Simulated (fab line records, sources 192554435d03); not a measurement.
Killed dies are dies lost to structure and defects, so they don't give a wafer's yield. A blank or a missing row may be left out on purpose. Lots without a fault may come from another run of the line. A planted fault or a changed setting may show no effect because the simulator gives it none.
Split-lot experiment | flow n5_finfet | 7 lots, 21 wafers read, on a route of 1938 steps

THE SPLIT
At N5_BEOL_M8_DESCUM_33 (chemistry O2, time 7 s), the setting time_s was moved away from the recipe's 7 s on 8 of the 21 wafers read, by -16.7% to +17.3%. The other wafers ran this setting at the recipe's value.

The file shows no step between the split and the reading.

THE READING
CAR-EUV_of_BEOL_M8_COAT_22.thk_nm (the simulator's own value, which no gauge read), in nm, at N5_BEOL_M8_ETCH_72 (etches underlayer in N2/H2, target depth 6.5 nm, time 5.2 s). The file gives no usual value for it. The 13 wafers here that ran the recipe average 20.2 nm, standard deviation 0.11 nm.

wafer  | tool, chamber at the split | time_s as run, s | against the recipe | CAR-EUV_of_BEOL_M8_COAT_22.thk_nm, nm | against lot-mates on the recipe
L075.1 | rie_diel-05, 2             | 7                | recipe             | 20.2                                  | -
L075.6 | rie_diel-05, 2             | 7                | recipe             | 20.2                                  | -
L075.5 | rie_diel-05, 0             | 7.568            | +8.1%              | 20                                    | -0.2
L077.3 | rie_diel-02, 2             | 7                | recipe             | 20.2                                  | -
L077.5 | rie_diel-02, 0             | 7                | recipe             | 20.4                                  | -
L077.6 | rie_diel-02, 3             | 7                | recipe             | 20.2                                  | -
L080.1 | rie_diel-05, 1             | 7                | recipe             | 20.2                                  | -
L080.5 | rie_diel-05, 1             | 7                | recipe             | 20.2                                  | -
L080.6 | rie_diel-05, 0             | 7                | recipe             | 20                                    | -
L084.2 | rie_diel-05, 3             | 7                | recipe             | 20.4                                  | -
L084.3 | rie_diel-05, 2             | 7                | recipe             | 20.2                                  | -
L084.5 | rie_diel-05, 3             | 6.025            | -13.9%             | 20.8                                  | +0.5
L085.1 | rie_diel-05, 0             | 8.212            | +17.3%             | 19.6                                  | -0.6
L085.2 | rie_diel-05, 1             | 8.212            | +17.3%             | 20                                    | -0.2
L085.6 | rie_diel-05, 2             | 7                | recipe             | 20.2                                  | -
L089.3 | rie_diel-06, 0             | 7                | recipe             | 20.4                                  | -
L089.5 | rie_diel-06, 2             | 7.803            | +11.5%             | 20                                    | -0.4
L089.6 | rie_diel-06, 3             | 7.803            | +11.5%             | 20.2                                  | -0.2
L097.1 | rie_diel-02, 1             | 5.829            | -16.7%             | 20.8                                  | +0.6
L097.2 | rie_diel-02, 2             | 5.829            | -16.7%             | 20.8                                  | +0.6
L097.6 | rie_diel-02, 1             | 7                | recipe             | 20.2                                  | -

THE FIT
A straight line over all 21 wafers: CAR-EUV_of_BEOL_M8_COAT_22.thk_nm changes by -0.0282 nm for each +1% of time_s; r = -0.89; the points scatter about the line by 0.13 nm.
The same after taking each lot's own level away (the mean of its wafers on the recipe; 21 wafers): -0.0297 nm for each +1%; r = -0.93; scatter 0.11 nm.
On that fit, the largest move of time_s shifts the reading by 0.51 nm.
The lots' own levels span 20.13 to 20.40 nm, that is 2.5 times the standard deviation above.
So the lot-to-lot level changes the slope little: the two slopes agree.
Check: with one of the wafers moved furthest among these (+17.3%) left out of the fit, the line predicts -0.453 nm for it against its lot-mates. It came out at -0.6 nm against them.

OTHER SPLITS ON THESE WAFERS
These wafers also went through other splits before the reading. Each is held against what the fit with the lots' levels taken away leaves over:
other split on the same wafers | wafers away from the commonest value | r with CAR-EUV_of_BEOL_M8_COAT_22.thk_nm (lot level and that fit taken away)
N5_BEOL_M5_COAT_22 spin_rpm    | 6                                    | -0.11
N5_BEOL_M7_COAT_71 spin_rpm    | 4                                    | +0.23
N5_BEOL_M7_COAT_22 spin_rpm    | 7                                    | -0.53
N5_BEOL_M8_EXPOSE_25 dose_mj   | 7                                    | +0.39

THE WHOLE CHAIN: every reading that the file lists as answering this split, in the file's order
step                 | what it does                                                | reading                                                                            | change (the file's fit)                | r (the file's)
N5_BEOL_M8_DESCUM_33 | chemistry O2, time 7 s                                      | CAR-EUV_of_BEOL_M8_COAT_22.thk_nm (the simulator's own value, which no gauge read) | -0.0322 nm for each +1% of the setting | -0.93
N5_BEOL_M8_ETCH_72   | etches underlayer in N2/H2, target depth 6.5 nm, time 5.2 s | CAR-EUV_of_BEOL_M8_COAT_22.thk_nm (the simulator's own value, which no gauge read) | -0.0299 nm for each +1% of the setting | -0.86

THE FILE'S OWN FIT
CAR-EUV_of_BEOL_M8_COAT_22.thk_nm changes by -0.0299 nm for each +1% of time_s, r = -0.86.
